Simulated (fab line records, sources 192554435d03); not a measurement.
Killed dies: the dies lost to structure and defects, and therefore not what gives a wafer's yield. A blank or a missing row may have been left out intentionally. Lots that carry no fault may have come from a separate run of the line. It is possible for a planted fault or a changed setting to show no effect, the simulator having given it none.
Chamber matching || flow n5 finfet || N5_PASSIVATION_DESCUM_32 on rie diel-04: 4 sister chambers
The step chemistry O2, time 7.9 s. 16 wafers are shown with their chamber, then 8 later ones without.

WAFERS, EACH WITH ITS CHAMBER
{"wafer": "L616.1", "chamber": 3, "showerhead plenum p Torr (Torr)": 1.98, "throttle valve pct (%)": 20.65, "drypump motor current A (A)": 5.8}
{"wafer": "L616.2", "chamber": 0, "showerhead plenum p Torr (Torr)": 2.09, "throttle valve pct (%)": 20.21, "drypump motor current A (A)": 4.7}
{"wafer": "L616.5", "chamber": 1, "showerhead plenum p Torr (Torr)": 2.15, "throttle valve pct (%)": 20.20, "drypump motor current A (A)": 5.9}
{"wafer": "L617.2", "chamber": 2, "showerhead plenum p Torr (Torr)": 2.11, "throttle valve pct (%)": 20.65, "drypump motor current A (A)": 5.8}
{"wafer": "L617.5", "chamber": 2, "showerhead plenum p Torr (Torr)": 2.11, "throttle valve pct (%)": 20.63, "drypump motor current A (A)": 5.8}
{"wafer": "L617.6", "chamber": 3, "showerhead plenum p Torr (Torr)": 1.98, "throttle valve pct (%)": 20.66, "drypump motor current A (A)": 5.8}
{"wafer": "L619.1", "chamber": 3, "showerhead plenum p Torr (Torr)": 1.98, "throttle valve pct (%)": 20.65, "drypump motor current A (A)": 5.8}
{"wafer": "L619.3", "chamber": 0, "showerhead plenum p Torr (Torr)": 2.09, "throttle valve pct (%)": 20.22, "drypump motor current A (A)": 4.7}
{"wafer": "L619.6", "chamber": 3, "showerhead plenum p Torr (Torr)": 1.98, "throttle valve pct (%)": 20.66, "drypump motor current A (A)": 5.8}
{"wafer": "L622.2", "chamber": 1, "showerhead plenum p Torr (Torr)": 2.14, "throttle valve pct (%)": 20.21, "drypump motor current A (A)": 5.9}
{"wafer": "L622.4", "chamber": 2, "showerhead plenum p Torr (Torr)": 2.11, "throttle valve pct (%)": 20.64, "drypump motor current A (A)": 5.8}
{"wafer": "L622.5", "chamber": 2, "showerhead plenum p Torr (Torr)": 2.11, "throttle valve pct (%)": 20.63, "drypump motor current A (A)": 5.8}
{"wafer": "L623.1", "chamber": 0, "showerhead plenum p Torr (Torr)": 2.09, "throttle valve pct (%)": 20.21, "drypump motor current A (A)": 4.8}
{"wafer": "L623.2", "chamber": 1, "showerhead plenum p Torr (Torr)": 2.14, "throttle valve pct (%)": 20.21, "drypump motor current A (A)": 5.9}
{"wafer": "L623.5", "chamber": 1, "showerhead plenum p Torr (Torr)": 2.14, "throttle valve pct (%)": 20.19, "drypump motor current A (A)": 6.0}
{"wafer": "L630.1", "chamber": 3, "showerhead plenum p Torr (Torr)": 1.98, "throttle valve pct (%)": 20.68, "drypump motor current A (A)": 5.7}

SIGNATURES (averages over the wafers above)
{"reading": "showerhead plenum p Torr", "chamber 0": 2.0900, "chamber 1": 2.1425, "chamber 2": 2.1100, "chamber 3": 1.9800, "scatter within a chamber": 0.0025}
{"reading": "throttle valve pct", "chamber 0": 20.2133, "chamber 1": 20.2025, "chamber 2": 20.6375, "chamber 3": 20.6600, "scatter within a chamber": 0.0101}
{"reading": "drypump motor current A", "chamber 0": 4.733, "chamber 1": 5.925, "chamber 2": 5.800, "chamber 3": 5.780, "scatter within a chamber": 0.043}
Rule: for a wafer and a chamber, the distance is found by dividing, reading by reading, the gap between the wafer's reading and the chamber's mean by the reading's scatter, squaring, summing and taking the root. The wafer belongs to the nearest chamber; if the next one is less than 2 further off, it can't be placed. How the scatter is found: for the shown wafers, subtract from each reading the mean of its chamber, square and add these, divide the total by (wafers less chambers), then take the root.

WAFERS MISSING THEIR CHAMBER
{"wafer": "L630.2", "showerhead plenum p Torr (Torr)": 2.10, "throttle valve pct (%)": 20.66, "drypump motor current A (A)": 5.8}
{"wafer": "L630.3", "showerhead plenum p Torr (Torr)": 2.08, "throttle valve pct (%)": 20.25, "drypump motor current A (A)": 4.7}
{"wafer": "L627.3", "showerhead plenum p Torr (Torr)": 2.08, "throttle valve pct (%)": 20.25, "drypump motor current A (A)": 4.8}
{"wafer": "L627.4", "showerhead plenum p Torr (Torr)": 1.98, "throttle valve pct (%)": 20.68, "drypump motor current A (A)": 5.8}
{"wafer": "L627.6", "showerhead plenum p Torr (Torr)": 2.08, "throttle valve pct (%)": 20.26, "drypump motor current A (A)": 4.8}
{"wafer": "L631.3", "showerhead plenum p Torr (Torr)": 2.10, "throttle valve pct (%)": 20.68, "drypump motor current A (A)": 5.8}
{"wafer": "L631.4", "showerhead plenum p Torr (Torr)": 1.97, "throttle valve pct (%)": 20.68, "drypump motor current A (A)": 5.7}
{"wafer": "L631.6", "showerhead plenum p Torr (Torr)": 1.97, "throttle valve pct (%)": 20.69, "drypump motor current A (A)": 5.8}

EACH ONE'S CHAMBER
{"wafer": "L630.2", "from the rows above": 2, "in truth": 2}
{"wafer": "L630.3", "from the rows above": 0, "in truth": 0}
{"wafer": "L627.3", "from the rows above": 0, "in truth": 0}
{"wafer": "L627.4", "from the rows above": 3, "in truth": 3}
{"wafer": "L627.6", "from the rows above": 0, "in truth": 0}
{"wafer": "L631.3", "from the rows above": 2, "in truth": 2}
{"wafer": "L631.4", "from the rows above": 3, "in truth": 3}
{"wafer": "L631.6", "from the rows above": 3, "in truth": 3}
Correct placement for 8 of the 8. Left unplaced by these rows: 0. Number placed wrongly: 0.
